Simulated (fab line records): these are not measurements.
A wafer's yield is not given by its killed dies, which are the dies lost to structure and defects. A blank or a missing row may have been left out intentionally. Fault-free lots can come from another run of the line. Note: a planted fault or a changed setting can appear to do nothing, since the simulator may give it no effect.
A lot that was struck, set against a sound lot | flow n5_finfet | 21 steps out of a route of 1938
Sound: these wafers, L237.1, L237.3, L237.5. Wafers L246.2, L246.3, L246.6 were the ones struck. The cause comes at the end.
For every step that has rows: the tool of each side, followed by ch and its chambers, followed by its first start. Under that, the readings that differ: sound wafers | struck wafers | difference of the means | sigmas: that difference in standard deviations of wafers without a fault.
alike: same words and numbers on both sides, and readings whose means sit less than 2 such deviations apart. not compared: any withheld reading, any reading some wafer has no value for, any bound like >300 that may hide the same value, and any number with overlapping values for which the record gives no deviation.
Wherever a step has rows on one side only, a row that says differs or no value, or a row with sigmas, the two part there. When numbers do not overlap yet have no deviation, they are printed without sigmas and do not part them. A reading that every wafer of one side lacks parts them only if that side has two wafers or more.

first, 10 steps without rows for these wafers: N5_FIN_SAQP_SRD_01 (time 30 s); N5_FIN_SAQP_ALD_61 (deposits SiO2, target thk 4 nm, pulse time 1 s, purge time 2 s); N5_FIN_SAQP_DENSIFY_62 (time 60 s); N5_FIN_SAQP_HM_DEP_03 (deposits SiNx from SiH4/NH3/N2, target thk 38 nm, time 33.6 s); N5_FIN_SAQP_PECVD_47 (deposits a-Si from SiH4/He, target thk 45 nm, time 36.3 s); N5_FIN_SAQP_PECVD_48 (deposits SiNx from SiH4/NH3/N2, target thk 25 nm, time 22.1 s); N5_FIN_SAQP_PECVD_06 (deposits a-Si from SiH4/He, target thk 60 nm, time 48.1 s); N5_FIN_SAQP_HM_DEP_72 (deposits SiO2 from SiH4/N2O, target thk 12 nm, time 7.2 s); N5_FIN_SAQP_COAT_49 (time 60 s, resist thk 100 nm); N5_FIN_SAQP_COAT_50 (time 60 s, resist thk 35 nm).
N5_FIN_SAQP_COAT_10: resist thk 90 nm.
  sound on litho_track-04 ch 0, day 2 21:44; struck on litho_track-04 ch 0, day 5 05:53
  reading                                       | sound                | struck               | difference | sigmas
  spin_speed_rpm (rpm)                          | 1500.8 1499.6 1500.8 | 2271.9 2268.3 2269.9 | +769.6     | +99 or more
  model.CAR-ArF_of_FIN_SAQP_COAT_10.thk_nm (nm) | 90.27 90.73 90.66    | 73.72 73.55 73.63    | -16.92     |
then, 6 steps without rows for these wafers: N5_FIN_SAQP_EBR_12; N5_FIN_SAQP_SOFTBAKE_11 (time 60 s); N5_FIN_SAQP_EXPOSE_13 (exposes mask FIN CORE, target cd 35.6 nm); N5_FIN_SAQP_PEB_14 (peb time 60 s); N5_FIN_SAQP_DEVELOP_15 (develop time 30 s); N5_FIN_SAQP_DESCUM_21 (chemistry O2, time 7.9 s).
N5_FIN_SAQP_ETCH_51: etches SiARC in CF4, target depth 45.5 nm, time 75.8 s.
  sound on rie_diel-02 ch 0,1,2, day 2 22:31; struck on rie_diel-02 ch 0,2, day 5 06:25
  reading                                       | sound             | struck            | difference | sigmas
  model.CAR-ArF_of_FIN_SAQP_COAT_10.thk_nm (nm) | 51.03 51.46 51.36 | 34.45 34.16 34.31 | -16.98     |
  alike: cf4_flow_sccm, drypump_motor_current_A, etch_rf_on_time_s, oes_product_au, rf_fwd_power_W, rf_vpp_V, showerhead_plenum_p_Torr, throttle_valve_pct
  not compared: rf_hours_counter_h
then, 1 step without rows for these wafers: N5_FIN_SAQP_ETCH_52 (etches SOC in N2/H2, target depth 100 nm, overetch 20 nm, time 150 s).
-- here the record skips 6 days between the struck wafers' starts before and after, leaving off in module FIN_SAQP and picking up in module BEOL_M4 (first step shown: number 1111 of the route) --
N5_BEOL_M4_RC_MEAS_101:
  sound on prober-01 ch 0, day 9 03:01; struck on prober-01 ch 0, day 11 12:11
  alike: DIBL_N, DIBL_P, IOFF_N, IOFF_P, ION_N, ION_P, SS_N, SS_P, VT_N, VT_P
following that, these wafers have no rows for 1 step: N5_PASSIVATION_PROBE_49.

== WHERE THEY PART ==
Only at N5_FIN_SAQP_COAT_10, within this record. Later steps at which nothing parts them and some readings are alike: N5_FIN_SAQP_ETCH_51, N5_BEOL_M4_RC_MEAS_101.

WHY: the cause the simulator had injected
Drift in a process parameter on litho_track-04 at N5_FIN_SAQP_COAT_10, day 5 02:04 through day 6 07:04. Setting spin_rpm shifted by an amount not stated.
